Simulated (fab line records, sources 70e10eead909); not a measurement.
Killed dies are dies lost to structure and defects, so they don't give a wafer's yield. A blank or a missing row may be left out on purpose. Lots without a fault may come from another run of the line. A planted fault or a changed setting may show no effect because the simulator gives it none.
Chamber matching | flow nand_harc | NHARC_P_STI_CMP_21 on cmp-02: 4 sister chambers
The step polishes, t overpolish 20 s, target thk 380.67 nm. 8 wafers are shown with their chamber, then 11 later ones without.

WAFERS WITH THEIR CHAMBER
wafer  | chamber | motor_current_A (A) | overpolish_run_s (s)
L077.5 | 2       | 11.9                | 19.984
L078.5 | 1       | 13.3                | 20.015
L081.1 | 2       | 12.2                | 20.009
L081.2 | 3       | 12.5                | 20.011
L092.2 | 0       | 11.8                | 19.996
L092.3 | 1       | 13.6                | 20.004
L092.5 | 3       | 12.5                | 20.011
L093.1 | 0       | 11.9                | 19.994

WAFERS WITHOUT THEIR CHAMBER
wafer  | motor_current_A (A) | overpolish_run_s (s)
L093.4 | 12.2                | 20.001
L093.5 | 13.8                | 20.003
L094.1 | 12.0                | 19.982
L094.3 | 12.5                | 19.999
L094.5 | 13.3                | 19.995
L095.2 | 11.1                | 20.008
L095.4 | 11.8                | 20.010
L095.5 | 12.0                | 20.006
L097.2 | 13.2                | 19.996
L097.3 | 12.0                | 20.012
L097.6 | 13.7                | 19.983

WHICH CHAMBER EACH WENT THROUGH
wafer  | from the rows above          | in truth
L093.4 | can't be placed: 2 or 3 or 0 | 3
L093.5 | 1                            | 1
L094.1 | can't be placed: 2 or 0      | 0
L094.3 | can't be placed: 3 or 2      | 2
L094.5 | 1                            | 1
L095.2 | can't be placed: 0 or 2      | 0
L095.4 | can't be placed: 0 or 2      | 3
L095.5 | can't be placed: 2 or 0      | 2
L097.2 | 1                            | 1
L097.3 | can't be placed: 2 or 0 or 3 | 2
L097.6 | 1                            | 1
Placed correctly: 4 of 11. Can't be placed from these rows: 7 (the true chamber is among the candidates in 6). Placed wrongly: 0.
How it was worked out, from the rows above alone: a wafer's distance from a chamber is the root of the sum, over the readings, of the square of ((its reading less the chamber's mean) divided by the reading's scatter). The wafer belongs to the nearest chamber; if the next one is less than 2 further off, it can't be placed. A chamber's mean is the mean of its shown wafers. The scatter: the root of (the sum of the squares of (reading less its chamber's mean) over the shown wafers, divided by (wafers less chambers)).
